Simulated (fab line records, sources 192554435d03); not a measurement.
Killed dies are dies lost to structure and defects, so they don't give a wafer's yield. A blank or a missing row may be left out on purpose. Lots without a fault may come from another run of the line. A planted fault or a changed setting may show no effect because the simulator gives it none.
fab line records | flow n5_finfet
record lots=24 wafers=72 last_day=19
route steps=1938 shown FIN_SAQP@124 FIN_CUT@164
lots that met no fault: from a run of the same line without faults
start_h: hours from the record's first day to the start of the lot's first wafer shown | wait_h: hours since the lot's step before | " the same as in the row above | L1.1+2: a row that stands for several wafers | - no value, or no start given | * or withheld: withheld | < > ~ a bound
route shown NAME@n: a module of which the file shows steps, and the number in the route of the first | usual: mean/standard deviation of fault-free wafers | same: alike in all rows | chamber/n: place in a boat | sites: the reading at each site | _std_site: their standard deviation | _edge_site: outer sites' mean less inner sites' | radius_mm: how far each site lies from the wafer's centre | mask NAME#n: copy n | behind: the tool/chamber that last shaped the wafer | hold: why the lot was held/for how many hours/how that ended | device: the transistor (n, p or np) that didn't switch | end of line: the same wafers' tests at the end of the route | a step without rows: its recipe alone | killed: dies lost to structure and defects at the first sort, not the wafer's yield | map: a wafer's dies, x killed, . not, _ none there
set.NAME: the setting as run; set.NAME@STEP: as run at that earlier step | model.NAME: the simulator's own value behind a step, which no gauge read
steps of the route over a sample of lots; a table a step, a row a wafer
services: from which hour (start_h, from the record's first day; less than 0 if before it) a tool's chamber was out of use, for how many hours, and why
## steps
# step N5_FIN_SAQP_RECESS_75
# recipe chemistry=HF/NH3 target=SiO2 target_depth_a=144 afs_cycles=3 temp_c=30 sublimation_temp_c=180 sublimation_time_s=60
# usual drypump_motor_current_A=5.09/0.3 foreline_p_Torr=0.1280/0.00035
# columns lot.wafer tool chamber start_h wait_h drypump_motor_current_A foreline_p_Torr
L074.2 vapor_etch-02 1 23.56 0.4 5.55 0.1274
L074.3 " 0 " " 4.82 0.1283
L074.6 " 1 " " 5.53 0.1274
L075.1 vapor_etch-01 1 29.82 0.0 4.81 0.1281
L075.2 " 0 " " 5.10 0.1278
L075.5 " 0 " " 5.06 0.1282
L076.2 vapor_etch-01 0 35.24 0.0 5.08 0.1280
L076.5 " 1 " " 4.81 0.1281
L076.6 " 0 " " 5.06 0.1285
L077.1 vapor_etch-02 0 41.05 0.0 4.83 0.1278
L077.5 " 0 " " 4.85 0.1279
L077.6 " 1 " " 5.52 0.1278
L078.1 vapor_etch-02 0 47.23 0.0 4.84 0.1279
L078.3 " 0 " " 4.84 0.1282
L078.6 " 1 " " 5.51 0.1280
L079.3 vapor_etch-02 0 54.67 0.1 4.84 0.1283
L079.4 " 1 " " 5.49 0.1286
L079.6 " 0 " " 4.83 0.1284
L080.3 vapor_etch-02 1 58.87 0.2 5.51 0.1279
L080.4 " 0 " " 4.84 0.1282
L080.5 " 0 " " 4.83 0.1282
L081.2 vapor_etch-01 1 65.04 0.0 4.81 0.1282
L081.4 " 1 " " 4.81 0.1287
L081.5 " 0 " " 5.11 0.1281
L082.1 vapor_etch-02 1 70.65 0.0 5.49 0.1279
L082.2 " 0 " " 4.85 0.1280
L082.5 " 0 " " 4.85 0.1279
L083.3 vapor_etch-02 1 76.90 0.1 5.47 0.1282
L083.5 " 1 " " 5.53 0.1280
L083.6 " 0 " " 4.86 0.1279
L084.2 vapor_etch-02 0 82.17 0.0 4.84 0.1282
L084.4 " 1 " " 5.49 0.1282
L084.6 " 1 " " 5.51 0.1278
L085.3 vapor_etch-01 0 88.22 0.2 5.08 0.1285
L085.4 " 1 " " 4.81 0.1290
L085.5 " 0 " " 5.09 0.1284
L086.3 vapor_etch-01 0 94.15 0.1 5.08 0.1283
L086.4 " 1 " " 4.81 0.1280
L086.6 " 1 " " 4.83 0.1288
L087.1 vapor_etch-02 0 100.01 0.0 4.86 0.1279
L087.2 " 1 " " 5.50 0.1279
L087.3 " 0 " " 4.84 0.1280
L088.1 vapor_etch-01 0 106.72 0.0 5.10 0.1279
L088.4 " 1 " " 4.81 0.1270
L088.6 " 0 " " 5.10 0.1284
L089.1 vapor_etch-01 1 112.79 0.0 4.79 0.1280
L089.2 " 0 " " 5.07 0.1280
L089.3 " 0 " " 5.08 0.1277
L090.3 vapor_etch-02 1 119.80 0.1 5.52 0.1273
L090.4 " 0 " " 4.86 0.1279
L090.6 " 0 " " 4.84 0.1277
L091.2 vapor_etch-01 0 126.20 0.0 5.07 0.1283
L091.4 " 0 " " 5.08 0.1284
L091.6 " 0 " " 5.08 0.1283
L092.4 vapor_etch-02 0 131.17 0.2 4.86 0.1280
L092.5 " 0 " " 4.86 0.1281
L092.6 " 1 " " 5.50 0.1279
L093.1 vapor_etch-02 0 137.73 0.0 4.84 0.1283
L093.5 " 1 " " 5.50 0.1279
L093.6 " 0 " " 4.85 0.1281
L094.2 vapor_etch-02 1 142.21 0.0 5.48 0.1278
L094.3 " 0 " " 4.85 0.1280
L094.6 " 0 " " 4.84 0.1276
L095.2 vapor_etch-02 0 148.53 0.0 4.85 0.1280
L095.3 " 1 " " 5.56 0.1283
L095.4 " 0 " " 4.86 0.1281
L096.1 vapor_etch-02 1 155.36 0.0 5.51 0.1282
L096.3 " 0 " " 4.85 0.1278
L096.5 " 0 " " 4.84 0.1280
L097.1 vapor_etch-01 0 162.49 0.0 5.07 0.1278
L097.2 " 1 " " 4.81 0.1274
L097.3 " 1 " " 4.81 0.1270
# step N5_FIN_SAQP_SPACER1_ETCHBACK_25
# recipe chemistry=CHF3/O2 mode=anisotropic_etchback target=SiO2 target_depth_a=244 time_s=12.2 pressure_mtorr=30 source_w=650 bias_w=170 Ar_flow_sccm=200 CHF3_flow_sccm=50 O2_flow_sccm=5 ion_energy_ev=200
# usual chamber_pressure_mTorr=30.001/0.03 drypump_motor_current_A=5.6/0.49 oes_product_au=0.79/0.074 rf_vpp_V=531/13 showerhead_plenum_p_Torr=2.43/0.083 throttle_valve_pct=18.90/0.25
# columns lot.wafer tool chamber start_h wait_h chamber_pressure_mTorr drypump_motor_current_A oes_product_au rf_hours_counter_h rf_vpp_V showerhead_plenum_p_Torr throttle_valve_pct
L074.2 rie_diel-06 0 24.75 0.4 30.047 5.8 0.69 236 499 2.29 19.33
L074.3 " 1 " " 30.004 5.8 0.81 86 543 2.35 18.87
L074.6 " 0 " " 30.003 5.8 0.70 - 500 2.29 19.31
L075.1 rie_diel-04 1 30.92 0.4 29.921 5.9 0.78 128 546 2.51 18.58
L075.2 " 2 " " 29.996 5.8 0.88 37 536 2.46 18.94
L075.5 " 0 " " 29.997 4.8 0.92 - 548 2.46 18.59
L076.2 rie_diel-04 3 36.39 0.4 29.973 5.7 0.83 102 525 2.33 19.01
L076.5 " 1 " " 29.995 5.9 0.77 - 546 2.51 18.57
L076.6 " 0 " " 29.993 4.7 0.91 - 546 2.46 18.59
L077.1 rie_diel-04 1 42.35 0.4 30.008 5.9 0.78 133 545 2.51 18.60
L077.5 " 1 " " 30.040 5.9 0.78 - 545 2.50 18.58
L077.6 " 2 " " 29.939 5.8 0.86 - 538 2.46 18.95
L078.1 rie_diel-04 2 48.33 0.4 30.016 5.8 0.86 44 536 2.46 18.94
L078.3 " 3 " " 29.958 5.8 0.82 106 524 2.33 19.01
L078.6 " 3 " " 30.006 5.7 0.82 - 523 2.33 19.01
L079.3 rie_diel-05 3 55.69 0.4 30.002 5.6 0.72 177 528 2.48 19.10
L079.4 " 0 " " 29.970 6.4 0.78 120 517 2.33 18.83
L079.6 " 1 " " 29.982 5.1 0.72 - 544 2.51 19.29
L080.3 rie_diel-05 2 59.85 0.4 29.985 5.2 0.69 245 511 2.27 18.80
L080.4 " 0 " " 30.043 6.4 0.77 121 518 2.33 18.85
L080.5 " 0 " " 30.027 6.4 0.78 - 520 2.33 18.85
L081.2 rie_diel-05 3 66.14 0.4 29.956 5.5 0.72 180 527 2.48 19.11
L081.4 " 1 " " 30.009 5.2 0.73 206 545 2.50 19.31
L081.5 " 2 " " 30.005 5.2 0.68 - 512 2.27 18.79
L082.1 rie_diel-06 1 71.84 0.5 29.963 5.8 0.80 103 543 2.34 18.90
L082.2 " 3 " " 30.035 6.1 0.83 82 518 2.53 18.93
L082.5 " 3 " " 30.013 6.0 0.83 - 518 2.53 18.94
L083.3 rie_diel-06 2 77.88 0.4 30.105 5.0 0.71 202 533 2.38 18.46
L083.5 " 1 " " 29.976 5.8 0.79 - 543 2.34 18.89
L083.6 " 2 " " 29.977 4.9 0.71 - 534 2.37 18.48
L084.2 rie_diel-06 1 83.27 0.4 30.022 5.8 0.80 109 543 2.34 18.91
L084.4 " 1 " " 29.954 5.8 0.80 - 543 2.34 18.89
L084.6 " 3 " " 30.007 6.0 0.82 - 518 2.53 18.95
L085.3 rie_diel-04 3 89.86 0.4 30.025 5.8 0.82 122 524 2.33 19.05
L085.4 " 2 " " 30.008 5.8 0.85 59 535 2.45 18.99
L085.5 " 2 " " 29.995 5.8 0.86 - 539 2.45 18.99
L086.3 rie_diel-05 3 95.94 0.4 29.994 5.5 0.71 191 529 2.47 19.12
L086.4 " 1 " " 29.997 5.2 0.72 - 544 2.50 19.30
L086.6 " 3 " " 29.972 5.5 0.71 - 528 2.47 19.12
L087.1 rie_diel-05 0 101.59 0.4 30.015 6.4 0.75 137 517 2.33 18.88
L087.2 " 3 " " 29.935 5.5 0.71 193 528 2.47 19.14
L087.3 " 1 " " 29.986 5.1 0.72 219 544 2.50 19.31
L088.1 rie_diel-06 0 108.46 0.4 29.997 5.9 0.98 4 508 2.58 18.91
L088.4 " 2 " " 30.040 5.0 0.70 215 535 2.37 18.51
L088.6 " 3 " " 29.993 6.1 0.80 - 518 2.53 18.95
L089.1 rie_diel-04 3 113.89 0.4 30.009 5.8 0.80 131 524 2.32 19.07
L089.2 " 2 " " 30.014 5.8 0.84 68 535 2.45 19.00
L089.3 " 0 " " 29.996 4.8 0.86 54 548 2.45 18.63
L090.3 rie_diel-04 2 120.98 0.4 30.015 5.8 0.82 71 537 2.45 19.00
L090.4 " 0 " " 30.027 4.8 0.86 56 549 2.45 18.66
L090.6 " 3 " " 29.967 5.8 0.80 - 522 2.32 19.08
L091.2 rie_diel-05 3 127.30 0.4 30.020 5.5 0.69 206 527 2.47 19.14
L091.4 " 1 " " 30.016 5.2 0.71 - 542 2.49 19.34
L091.6 " 0 " " 29.974 6.4 0.74 - 519 2.32 18.90
L092.4 rie_diel-05 0 132.59 0.7 30.019 6.5 0.75 152 516 2.32 18.91
L092.5 " 3 " " 30.019 5.6 0.70 - 528 2.46 19.14
L092.6 " 2 " " 29.995 5.2 0.99 - 521 2.55 18.42
L093.1 rie_diel-06 1 138.83 0.4 29.981 5.8 0.78 129 541 2.33 18.95
L093.5 " 1 " " 30.007 5.8 0.79 - 542 2.33 18.93
L093.6 " 0 " " 29.996 5.8 0.95 - 507 2.57 18.93
L094.2 rie_diel-05 2 143.31 0.4 29.978 5.2 0.98 5 520 2.55 18.44
L094.3 " 3 " " 29.932 5.5 0.70 212 527 2.46 19.15
L094.6 " 0 " " 30.023 6.4 0.75 - 519 2.32 18.88
L095.2 rie_diel-04 1 149.63 0.4 29.973 5.9 0.75 164 544 2.49 18.62
L095.3 " 2 " " 29.987 5.8 0.82 80 537 2.45 19.01
L095.4 " 3 " " 29.985 5.8 0.79 143 524 2.32 19.09
L096.1 rie_diel-05 1 156.47 0.4 30.007 5.1 0.70 242 544 2.49 19.34
L096.3 " 0 " " 29.996 6.5 0.74 157 517 2.32 18.92
L096.5 " 0 " " 30.048 6.4 0.75 - 518 2.32 18.91
L097.1 rie_diel-04 0 164.49 0.4 30.063 4.8 0.84 70 549 2.44 18.66
L097.2 " 3 " " 30.033 5.8 0.78 147 524 2.32 19.07
L097.3 " 1 " " 30.012 5.9 0.74 168 544 2.49 18.64
# step N5_FIN_SAQP_CD_MEAS_27
# recipe target_cd_nm=20 landing_energy_ev=1000 detector=se_inlens polarity=line
# usual cd_nm=20.33/0.25
# columns lot.wafer tool chamber start_h wait_h cd_nm
L074.2 cd_sem-03 0 24.96 0.1 19.82
L074.3 " 0 " " 20.29
L074.6 " 0 " " 20.26
L075.1 cd_sem-03 0 31.12 0.1 20.27
L075.2 " 0 " " 20.12
L075.5 " 0 " " 20.00
L076.2 cd_sem-01 0 36.59 0.1 20.37
L076.5 " 0 " " 20.57
L076.6 " 0 " " 20.56
L077.1 cd_sem-01 0 42.56 0.1 20.51
L077.5 " 0 " " 20.27
L077.6 " 0 " " 20.44
L078.1 cd_sem-02 0 48.53 0.1 20.27
L078.3 " 0 " " 20.25
L078.6 " 0 " " 20.28
L079.3 cd_sem-02 0 55.89 0.1 20.12
L079.4 " 0 " " 19.91
L079.6 " 0 " " 20.36
L080.3 cd_sem-02 0 60.05 0.1 20.42
L080.4 " 0 " " 20.35
L080.5 " 0 " " 20.86
L081.2 cd_sem-02 0 66.34 0.1 20.19
L081.4 " 0 " " 19.90
L081.5 " 0 " " 19.63
L082.1 cd_sem-02 0 72.04 0.1 20.72
L082.2 " 0 " " 20.31
L082.5 " 0 " " 20.47
L083.3 cd_sem-03 0 78.09 0.1 20.31
L083.5 " 0 " " 20.36
L083.6 " 0 " " 20.00
L084.2 cd_sem-03 0 83.47 0.1 20.11
L084.4 " 0 " " 20.70
L084.6 " 0 " " 20.41
L085.3 cd_sem-01 0 90.07 0.1 20.20
L085.4 " 0 " " 20.59
L085.5 " 0 " " 20.48
L086.3 cd_sem-02 0 96.15 0.1 20.47
L086.4 " 0 " " 20.20
L086.6 " 0 " " 20.19
L087.1 cd_sem-03 0 101.79 0.1 20.50
L087.2 " 0 " " 21.05
L087.3 " 0 " " 20.67
L088.1 cd_sem-01 0 108.65 0.1 20.44
L088.4 " 0 " " 20.06
L088.6 " 0 " " 20.41
L089.1 cd_sem-03 0 114.09 0.1 20.34
L089.2 " 0 " " 20.05
L089.3 " 0 " " 20.45
L090.3 cd_sem-02 0 121.22 0.1 20.27
L090.4 " 0 " " 20.54
L090.6 " 0 " " 20.34
L091.2 cd_sem-01 0 127.50 0.1 20.70
L091.4 " 0 " " 20.43
L091.6 " 0 " " 20.24
L092.4 cd_sem-03 0 132.80 0.1 20.18
L092.5 " 0 " " 20.22
L092.6 " 0 " " 20.08
L093.1 cd_sem-01 0 139.03 0.1 19.74
L093.5 " 0 " " 20.06
L093.6 " 0 " " 20.27
L094.2 cd_sem-01 0 143.51 0.1 20.17
L094.3 " 0 " " 20.46
L094.6 " 0 " " 20.06
L095.2 cd_sem-01 0 149.83 0.1 20.45
L095.3 " 0 " " 20.26
L095.4 " 0 " " 20.05
L096.1 cd_sem-02 0 156.67 0.1 20.24
L096.3 " 0 " " 19.95
L096.5 " 0 " " 19.84
L097.1 cd_sem-02 0 164.69 0.1 20.32
L097.2 " 0 " " 20.34
L097.3 " 0 " " 20.64
# step N5_FIN_SAQP_ETCH_67
# recipe chemistry=CH3F/O2 target=SiNx target_depth_a=300 mask_material=SOC pressure_mtorr=30 source_w=395 bias_w=73 Ar_flow_sccm=150 CH3F_flow_sccm=30 O2_flow_sccm=20 ion_energy_ev=120
# usual chamber_pressure_mTorr=30.001/0.03 drypump_motor_current_A=5.6/0.48 oes_product_au=0.79/0.074 rf_vpp_V=302/7.1 showerhead_plenum_p_Torr=2.01/0.072 throttle_valve_pct=16.38/0.23
# columns lot.wafer tool chamber start_h wait_h chamber_pressure_mTorr drypump_motor_current_A oes_product_au rf_hours_counter_h rf_vpp_V showerhead_plenum_p_Torr throttle_valve_pct
L074.2 rie_diel-06 0 25.73 0.0 30.035 5.8 0.69 236 283 1.90 16.77
L074.3 " 2 " " 30.055 5.0 0.73 184 303 1.98 15.99
L074.6 " 1 " " 30.011 5.8 0.82 - 307 1.95 16.35
L075.1 rie_diel-04 2 31.90 0.0 30.006 5.8 0.88 37 305 2.05 16.39
L075.2 " 0 " " 29.989 4.7 0.92 21 312 2.04 16.01
L075.5 " 3 " " 30.001 5.8 0.84 - 297 1.93 16.45
L076.2 rie_diel-05 1 37.92 0.0 29.995 5.1 0.73 197 309 2.08 16.75
L076.5 " 1 " " 29.983 5.2 0.73 - 310 2.08 16.73
L076.6 " 2 " " 30.029 5.2 0.69 - 290 1.88 16.31
L077.1 rie_diel-04 2 43.41 0.0 30.012 5.8 0.87 42 306 2.04 16.37
L077.5 " 3 " " 30.029 5.7 0.83 - 298 1.93 16.45
L077.6 " 2 " " 29.986 5.8 0.87 - 305 2.05 16.38
L078.1 rie_diel-05 0 49.32 0.0 29.964 6.4 0.78 118 293 1.93 16.28
L078.3 " 3 " " 29.974 5.6 0.73 175 300 2.06 16.56
L078.6 " 1 " " 30.035 5.1 0.73 - 308 2.08 16.72
L079.3 rie_diel-05 3 56.72 0.0 29.993 5.5 0.73 177 298 2.06 16.59
L079.4 " 2 " " 29.964 5.2 0.68 245 292 1.87 16.31
L079.6 " 2 " " 29.976 5.2 0.69 - 291 1.87 16.30
L080.3 rie_diel-05 2 60.82 0.0 30.170 5.2 0.68 246 292 1.87 16.31
L080.4 " 3 " " 29.960 5.6 0.72 178 299 2.06 16.56
L080.5 " 3 " " 29.969 5.5 0.72 - 301 2.06 16.58
L081.2 rie_diel-04 3 67.12 0.0 29.981 5.8 0.82 112 297 1.93 16.47
L081.4 " 1 " " 30.006 5.9 0.77 140 308 2.08 16.07
L081.5 " 3 " " 30.008 5.8 0.82 - 297 1.93 16.46
L082.1 rie_diel-04 2 72.94 0.0 30.002 5.8 0.86 51 306 2.04 16.39
L082.2 " 3 " " 30.004 5.8 0.81 115 297 1.93 16.46
L082.5 " 3 " " 29.989 5.7 0.83 - 298 1.93 16.47
L083.3 rie_diel-04 3 78.90 0.0 30.014 5.8 0.82 117 297 1.93 16.47
L083.5 " 3 " " 30.016 5.8 0.82 - 297 1.93 16.49
L083.6 " 0 " " 29.943 4.7 0.87 - 312 2.04 16.05
L084.2 rie_diel-04 1 84.32 0.0 30.047 6.0 0.76 144 310 2.08 16.07
L084.4 " 3 " " 30.038 5.8 0.81 119 297 1.93 16.47
L084.6 " 2 " " 30.001 5.8 0.84 - 304 2.04 16.41
L085.3 rie_diel-04 3 90.84 0.0 29.990 5.8 0.81 123 298 1.93 16.47
L085.4 " 1 " " 30.013 5.9 0.75 146 311 2.08 16.09
L085.5 " 2 " " 29.999 5.8 0.85 - 305 2.04 16.42
L086.3 rie_diel-04 0 97.03 0.0 29.982 4.8 0.87 47 310 2.03 16.06
L086.4 " 1 " " 29.976 5.9 0.76 148 309 2.07 16.07
L086.6 " 0 " " 29.996 4.7 0.88 - 311 2.03 16.07
L087.1 rie_diel-06 2 102.61 0.0 29.989 4.9 0.70 212 303 1.97 16.02
L087.2 " 3 " " 30.030 6.0 0.80 94 294 2.10 16.39
L087.3 " 0 " " 30.016 5.8 1.00 2 288 2.14 16.28
L088.1 rie_diel-05 3 109.48 0.0 30.017 5.5 0.70 197 299 2.05 16.62
L088.4 " 3 " " 29.993 5.5 0.70 - 300 2.05 16.61
L088.6 " 1 " " 29.966 5.1 0.71 - 309 2.07 16.79
L089.1 rie_diel-05 0 114.90 0.0 30.025 6.5 0.75 144 294 1.92 16.34
L089.2 " 3 " " 29.988 5.5 0.70 200 299 2.05 16.63
L089.3 " 1 " " 29.967 5.1 0.71 226 309 2.07 16.80
L090.3 rie_diel-05 0 122.02 0.0 30.014 6.5 0.74 147 293 1.92 16.34
L090.4 " 0 " " 30.023 6.4 0.75 - 292 1.92 16.34
L090.6 " 3 " " 30.008 5.5 0.69 - 299 2.05 16.62
L091.2 rie_diel-06 0 128.27 0.0 30.031 5.8 0.96 10 287 2.14 16.30
L091.4 " 2 " " 30.002 5.0 0.69 222 302 1.97 16.06
L091.6 " 1 " " 30.007 5.8 0.78 - 308 1.94 16.41
L092.4 rie_diel-05 3 133.70 0.0 29.954 5.6 0.70 209 298 2.05 16.64
L092.5 " 3 " " 29.957 5.6 0.69 - 300 2.05 16.65
L092.6 " 0 " " 29.964 6.5 0.75 - 296 1.92 16.34
L093.1 rie_diel-04 1 140.13 0.0 29.992 5.9 0.75 160 310 2.07 16.10
L093.5 " 0 " " 29.979 4.8 0.84 - 311 2.03 16.10
L093.6 " 3 " " 30.028 5.8 0.79 - 298 1.92 16.52
L094.2 rie_diel-04 1 144.37 0.0 29.993 6.0 0.75 162 308 2.07 16.10
L094.3 " 3 " " 30.044 5.8 0.80 142 298 1.92 16.52
L094.6 " 1 " " 30.015 5.9 0.75 - 310 2.07 16.11
L095.2 rie_diel-06 2 150.61 0.0 30.052 5.0 0.68 230 302 1.96 16.07
L095.3 " 3 " " 29.971 6.0 0.79 112 294 2.10 16.41
L095.4 " 1 " " 30.000 5.8 0.77 134 307 1.93 16.43
L096.1 rie_diel-04 0 157.45 0.0 30.010 4.7 0.83 68 310 2.03 16.11
L096.3 " 1 " " 29.987 5.9 0.74 166 308 2.07 16.11
L096.5 " 0 " " 30.033 4.8 0.84 - 310 2.03 16.11
L097.1 rie_diel-05 1 165.64 0.0 29.963 5.1 0.70 244 308 2.07 16.83
L097.2 " 2 " " 29.965 5.2 0.95 12 296 2.12 15.88
L097.3 " 0 " " 30.018 6.4 0.75 158 294 1.92 16.35
# step N5_FIN_CUT_OVL_MEAS_09
# recipe points_per_wafer=522
# usual FIN_CUT_OVL=-0.1/0.6
# columns lot.wafer tool chamber start_h wait_h FIN_CUT_OVL[nm]
L074.2 overlay-02 0 27.54 0.0 -0.1
L074.3 " 0 " " -0.3
L074.6 " 0 " " -0.1
L075.1 overlay-02 0 33.94 0.0 -0.6
L075.2 " 0 " " -0.7
L075.5 " 0 " " -0.4
L076.2 overlay-02 0 39.81 0.0 1.1
L076.5 " 0 " " 0.6
L076.6 " 0 " " 0.5
L077.1 overlay-02 0 45.24 0.0 0.5
L077.5 " 0 " " 0.2
L077.6 " 0 " " 0.0
L078.1 overlay-01 0 51.14 0.0 0.5
L078.3 " 0 " " 0.0
L078.6 " 0 " " 0.6
L079.3 overlay-02 0 58.42 0.0 0.3
L079.4 " 0 " " -0.5
L079.6 " 0 " " -0.4
L080.3 overlay-02 0 62.66 0.0 1.0
L080.4 " 0 " " 0.1
L080.5 " 0 " " 0.2
L081.2 overlay-01 0 68.89 0.0 0.4
L081.4 " 0 " " 0.2
L081.5 " 0 " " -0.4
L082.1 overlay-01 0 75.75 0.0 -0.4
L082.2 " 0 " " -0.1
L082.5 " 0 " " -0.3
L083.3 overlay-02 0 80.61 0.0 -0.1
L083.5 " 0 " " -0.2
L083.6 " 0 " " 0.4
L084.2 overlay-01 0 86.77 0.0 -0.6
L084.4 " 0 " " 0.4
L084.6 " 0 " " -0.7
L085.3 overlay-02 0 93.13 0.0 -1.2
L085.4 " 0 " " -0.3
L085.5 " 0 " " 0.1
L086.3 overlay-02 0 98.74 0.0 -0.5
L086.4 " 0 " " -0.4
L086.6 " 0 " " -0.6
L087.1 overlay-02 0 104.38 0.0 -0.6
L087.2 " 0 " " -1.5
L087.3 " 0 " " -1.2
L088.1 overlay-01 0 111.59 0.0 0.5
L088.4 " 0 " " 1.2
L088.6 " 0 " " 0.0
L089.1 overlay-01 0 116.96 0.0 -0.3
L089.2 " 0 " " 0.0
L089.3 " 0 " " 0.7
L090.3 overlay-02 0 123.84 0.0 0.2
L090.4 " 0 " " -0.7
L090.6 " 0 " " -0.4
L091.2 overlay-02 0 130.09 0.0 -0.8
L091.4 " 0 " " -0.2
L091.6 " 0 " " -0.6
L092.4 overlay-02 0 136.03 0.0 -1.4
L092.5 " 0 " " -0.8
L092.6 " 0 " " -0.7
L093.1 overlay-02 0 141.82 0.0 0.5
L093.5 " 0 " " 0.2
L093.6 " 0 " " 0.7
L094.2 overlay-02 0 146.70 0.0 0.6
L094.3 " 0 " " 0.9
L094.6 " 0 " " 0.6
L095.2 overlay-02 0 152.58 0.0 -0.2
L095.3 " 0 " " -0.4
L095.4 " 0 " " 0.2
L096.1 overlay-02 0 159.13 0.0 -0.8
L096.3 " 0 " " -0.9
L096.5 " 0 " " -1.0
L097.1 overlay-02 0 167.56 0.0 0.5
L097.2 " 0 " " 0.1
L097.3 " 0 " " 0.6
# step N5_FIN_CUT_PRECLEAN_35
# recipe time_s=13.3 temp_c=45 pressure_torr=125 p_hf_torr=3 p_coreactant_torr=25 chemistry=vHF
# usual drypump_motor_current_A=5.07/0.29 foreline_p_Torr=0.1280/0.00034 pressure_torr=125.06/0.26
# columns lot.wafer tool chamber start_h wait_h drypump_motor_current_A foreline_p_Torr pressure_torr
L074.2 vapor_etch-02 0 28.18 0.0 4.83 0.1283 125.08
L074.3 " 1 " " 5.50 0.1278 125.04
L074.6 " 1 " " 5.51 0.1278 124.87
L075.1 vapor_etch-01 1 34.61 0.0 4.81 0.1279 125.19
L075.2 " 0 " " 5.10 0.1280 124.91
L075.5 " 1 " " 4.81 0.1280 125.31
L076.2 vapor_etch-02 1 40.45 0.0 5.49 0.1284 124.99
L076.5 " 0 " " 4.87 0.1282 125.02
L076.6 " 1 " " 5.55 0.1281 124.74
L077.1 vapor_etch-01 1 45.88 0.0 4.80 0.1284 124.37
L077.5 " 0 " " 5.07 0.1278 125.33
L077.6 " 1 " " 4.80 0.1278 124.49
L078.1 vapor_etch-01 1 51.78 0.0 4.83 0.1282 124.83
L078.3 " 0 " " 5.10 0.1279 125.04
L078.6 " 1 " " 4.80 0.1276 125.47
L079.3 vapor_etch-02 0 59.13 0.1 4.84 0.1282 124.93
L079.4 " 1 " " 5.52 0.1279 125.12
L079.6 " 0 " " 4.87 0.1276 124.72
L080.3 vapor_etch-02 1 63.31 0.1 5.51 0.1280 124.63
L080.4 " 0 " " 4.85 0.1275 125.41
L080.5 " 0 " " 4.85 0.1273 125.44
L081.2 vapor_etch-02 0 69.52 0.0 4.82 0.1278 125.47
L081.4 " 1 " " 5.50 0.1276 124.90
L081.5 " 1 " " 5.54 0.1277 125.14
L082.1 vapor_etch-02 1 76.57 0.0 5.50 0.1279 125.20
L082.2 " 0 " " 4.85 0.1278 125.29
L082.5 " 0 " " 4.85 0.1279 125.52
L083.3 vapor_etch-01 1 81.26 0.1 4.78 0.1286 125.31
L083.5 " 0 " " 5.07 0.1278 125.30
L083.6 " 1 " " 4.78 0.1282 125.20
L084.2 vapor_etch-02 1 87.41 0.0 5.51 0.1278 125.21
L084.4 " 1 " " 5.53 0.1276 124.67
L084.6 " 0 " " 4.82 0.1283 125.28
L085.3 vapor_etch-02 1 93.78 0.1 5.54 0.1279 124.98
L085.4 " 0 " " 4.84 0.1284 125.32
L085.5 " 0 " " 4.81 0.1284 125.17
L086.3 vapor_etch-01 1 99.39 0.1 4.81 0.1289 125.18
L086.4 " 0 " " 5.10 0.1274 125.32
L086.6 " 0 " " 5.08 0.1273 125.17
L087.1 vapor_etch-01 1 105.02 0.0 4.80 0.1276 125.16
L087.2 " 0 " " 5.08 0.1275 125.06
L087.3 " 1 " " 4.82 0.1276 124.82
L088.1 vapor_etch-01 1 112.23 0.0 4.82 0.1279 124.79
L088.4 " 1 " " 4.80 0.1285 124.92
L088.6 " 1 " " 4.79 0.1285 125.15
L089.1 vapor_etch-02 1 117.60 0.0 5.50 0.1273 124.76
L089.2 " 0 " " 4.84 0.1279 124.89
L089.3 " 1 " " 5.50 0.1278 124.94
L090.3 vapor_etch-01 1 125.37 0.9 4.80 0.1284 125.15
L090.4 " 0 " " 5.09 0.1286 124.76
L090.6 " 0 " " 5.06 0.1286 124.60
L091.2 vapor_etch-02 0 130.86 0.0 4.83 0.1281 125.16
L091.4 " 1 " " 5.50 0.1282 125.50
L091.6 " 1 " " 5.53 0.1285 125.33
L092.4 vapor_etch-01 0 136.68 0.1 5.09 0.1282 124.80
L092.5 " 1 " " 4.81 0.1283 125.50
L092.6 " 0 " " 5.10 0.1280 125.38
L093.1 vapor_etch-01 0 142.84 0.0 5.08 0.1277 125.34
L093.5 " 0 " " 5.09 0.1278 125.61
L093.6 " 1 " " 4.79 0.1281 124.75
L094.2 vapor_etch-01 1 147.93 0.0 4.81 0.1280 125.17
L094.3 " 0 " " 5.09 0.1282 125.01
L094.6 " 0 " " 5.08 0.1275 125.00
L095.2 vapor_etch-02 0 153.21 0.0 4.86 0.1281 125.15
L095.3 " 1 " " 5.51 0.1282 124.79
L095.4 " 0 " " 4.89 0.1277 125.01
L096.1 vapor_etch-02 1 159.77 0.0 5.52 0.1278 124.95
L096.3 " 1 " " 5.52 0.1277 125.37
L096.5 " 0 " " 4.85 0.1281 124.82
L097.1 vapor_etch-02 0 168.43 0.3 4.83 0.1277 124.97
L097.2 " 1 " " 5.49 0.1280 124.98
L097.3 " 0 " " 4.84 0.1280 124.82
## services
# columns tool chamber start_h hours kind
rie_diel-05 - 38.45 3.1 repair
rie_diel-04 1 47.31 3.7 repair
rie_diel-06 0 65.14 - clean
rie_diel-06 0 65.14 - consumable_replace:focus_ring
rie_diel-06 0 65.14 - consumable_replace:showerhead
rie_diel-06 0 65.14 31.0 scheduled_down
rie_diel-06 0 65.14 31.0 vent_cycle
rie_diel-04 1 72.66 7.5 repair
rie_diel-05 2 89.97 4.8 repair
rie_diel-05 2 95.16 - clean
rie_diel-05 2 95.16 - consumable_replace:focus_ring
rie_diel-05 2 95.16 - consumable_replace:showerhead
rie_diel-05 2 95.16 32.9 scheduled_down
rie_diel-05 2 95.16 32.9 vent_cycle
rie_diel-04 1 106.99 5.1 repair
rie_diel-05 0 147.50 7.9 repair
rie_diel-04 2 158.73 9.8 repair
## key
fault none
